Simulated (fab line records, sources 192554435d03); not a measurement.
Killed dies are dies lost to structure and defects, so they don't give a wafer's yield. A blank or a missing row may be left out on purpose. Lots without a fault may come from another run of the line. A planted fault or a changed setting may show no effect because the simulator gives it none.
Split-lot experiment | flow n5_finfet | 7 lots, 39 wafers read, on a route of 1938 steps

THE SPLIT
At N5_MOL_CONTACT_COAG_CVD_140 (deposits W, target thk 66.5 nm, time 215 s), the setting target_thk_a was moved away from the recipe's 665 angstrom on 18 of the 39 wafers read, by -42.8% to +44.0%. The other wafers ran this setting at the recipe's value.

The reading is taken at the split's own step.

THE READING
W_of_MOL_CONTACT_COAG_CVD_140.thk_nm (the simulator's own value, which no gauge read), in nm, at N5_MOL_CONTACT_COAG_CVD_140 (deposits W, target thk 66.5 nm, time 215 s). The file gives no usual value for it. The 21 wafers here that ran the recipe average 66.2 nm, standard deviation 0.42 nm.

wafer  | tool, chamber at the split | target_thk_a as run, angstrom | against the recipe | W_of_MOL_CONTACT_COAG_CVD_140.thk_nm, nm | against lot-mates on the recipe
L074.1 | cvd_w-02, 0                | 380.6                         | -42.8%             | 37.2                                     | -28.7
L074.2 | cvd_w-02, 1                | 665                           | recipe             | 66                                       | -
L074.3 | cvd_w-02, 0                | 380.6                         | -42.8%             | 37.4                                     | -28.5
L074.4 | cvd_w-02, 1                | 380.6                         | -42.8%             | 37.6                                     | -28.3
L074.5 | cvd_w-02, 0,1              | 665                           | recipe             | 65.8                                     | -
L074.6 | cvd_w-02, 0,1              | 665                           | recipe             | 65.8                                     | -
L075.1 | cvd_w-01, 0                | 665                           | recipe             | 66.8                                     | -
L075.2 | cvd_w-01, 1                | 443.4                         | -33.3%             | 44.8                                     | -21.9
L075.3 | cvd_w-01, 0                | 665                           | recipe             | 66.4                                     | -
L075.4 | cvd_w-01, 1                | 665                           | recipe             | 67                                       | -
L075.5 | cvd_w-01, 1                | 443.4                         | -33.3%             | 44.4                                     | -22.3
L075.6 | cvd_w-01, 0                | 443.4                         | -33.3%             | 44                                       | -22.7
L078.1 | cvd_w-02, 1                | 665                           | recipe             | 65.8                                     | -
L078.2 | cvd_w-02, 0                | 509.8                         | -23.3%             | 51.2                                     | -15.1
L078.3 | cvd_w-02, 0,1              | 665                           | recipe             | 66.6                                     | -
L078.5 | cvd_w-02, 0,1              | 665                           | recipe             | 66.6                                     | -
L078.4 | cvd_w-02, 1,0              | 509.8                         | -23.3%             | 50.4                                     | -15.9
L078.6 | cvd_w-02, 1,0              | 509.8                         | -23.3%             | 50.4                                     | -15.9
L082.1 | cvd_w-02, 0                | 665                           | recipe             | 66                                       | -
L082.2 | cvd_w-02, 1                | 511.6                         | -23.1%             | 50.6                                     | -15.7
L082.3 | cvd_w-02, 1                | 665                           | recipe             | 66.2                                     | -
L082.4 | cvd_w-02, 0                | 511.6                         | -23.1%             | 50.8                                     | -15.5
L082.5 | cvd_w-02, 0                | 511.6                         | -23.1%             | 51                                       | -15.3
L082.6 | cvd_w-02, 1                | 665                           | recipe             | 66.6                                     | -
L084.2 | cvd_w-01, 1                | 665                           | recipe             | 65.4                                     | -
L084.3 | cvd_w-01, 1                | 665                           | recipe             | 66.2                                     | -
L084.5 | cvd_w-01, 1                | 665                           | recipe             | 66                                       | -
L087.1 | cvd_w-01, 1                | 851                           | +28.0%             | 84.2                                     | +18.0
L087.2 | cvd_w-01, 0                | 851                           | +28.0%             | 85.6                                     | +19.4
L087.3 | cvd_w-01, 0                | 851                           | +28.0%             | 84.8                                     | +18.6
L087.4 | cvd_w-01, 1                | 665                           | recipe             | 66.8                                     | -
L087.5 | cvd_w-01, 0                | 665                           | recipe             | 66.2                                     | -
L087.6 | cvd_w-01, 1                | 665                           | recipe             | 65.6                                     | -
L089.1 | cvd_w-02, 0,1              | 665                           | recipe             | 66.6                                     | -
L089.4 | cvd_w-02, 0,1              | 665                           | recipe             | 66.6                                     | -
L089.2 | cvd_w-02, 1                | 957.8                         | +44.0%             | 94.2                                     | +27.7
L089.3 | cvd_w-02, 0                | 665                           | recipe             | 66.2                                     | -
L089.5 | cvd_w-02, 0                | 957.8                         | +44.0%             | 94.6                                     | +28.1
L089.6 | cvd_w-02, 1                | 957.8                         | +44.0%             | 95                                       | +28.5
Where a row lists several chambers, the file gives one row for several wafers and doesn't say which wafer went through which chamber.

THE FIT
A straight line over all 39 wafers: W_of_MOL_CONTACT_COAG_CVD_140.thk_nm changes by +0.66 nm for each +1% of target_thk_a; r = +1.00; the points scatter about the line by 0.48 nm.
The same after taking each lot's own level away (the mean of its wafers on the recipe; 39 wafers): +0.659 nm for each +1%; r = +1.00; scatter 0.44 nm.
On that fit, the largest move of target_thk_a shifts the reading by 29 nm.
The lots' own levels span 65.87 to 66.73 nm, that is 2.1 times the standard deviation above.
So the lot-to-lot level changes the slope little: the two slopes agree.
Check: with one of the wafers moved furthest among these (+44.0%) left out of the fit, the line predicts +29 nm for it against its lot-mates. It came out at +27.7 nm against them.

OTHER SPLITS ON THESE WAFERS
These wafers also went through other splits before the reading. Each is held against what the fit with the lots' levels taken away leaves over:
other split on the same wafers     | wafers away from the commonest value | r with W_of_MOL_CONTACT_COAG_CVD_140.thk_nm (lot level and that fit taken away)
N5_FIN_SAQP_HM_DEP_72 target_thk_a | 9                                    | +0.03
N5_SD_EPI_N_EPI_21 time_s          | 15                                   | -0.12

THE WHOLE CHAIN: every reading that the file lists as answering this split, in the file's order
step                        | what it does                                                    | reading                                                                               | change (the file's fit)                                                             | r (the file's)
N5_MOL_CONTACT_COAG_CVD_140 | deposits W, target thk 66.5 nm, time 215 s                      | W_of_MOL_CONTACT_COAG_CVD_140.thk_nm (the simulator's own value, which no gauge read) | +0.66 nm for each +1% of the setting                                                | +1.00
N5_MOL_CONTACT_COAG_CMP_52  | polishes, stops on SiO2, t overpolish 1.5 s, target thk 66.5 nm | W_of_MOL_CONTACT_COAG_CVD_140.thk_nm (the simulator's own value, which no gauge read) | not straight: 37.4 at the lowest setting, 66.25 at the recipe, 68.27 at the highest | not given

THE FILE'S OWN FIT
W_of_MOL_CONTACT_COAG_CVD_140.thk_nm changes by +0.66 nm for each +1% of target_thk_a, r = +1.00.
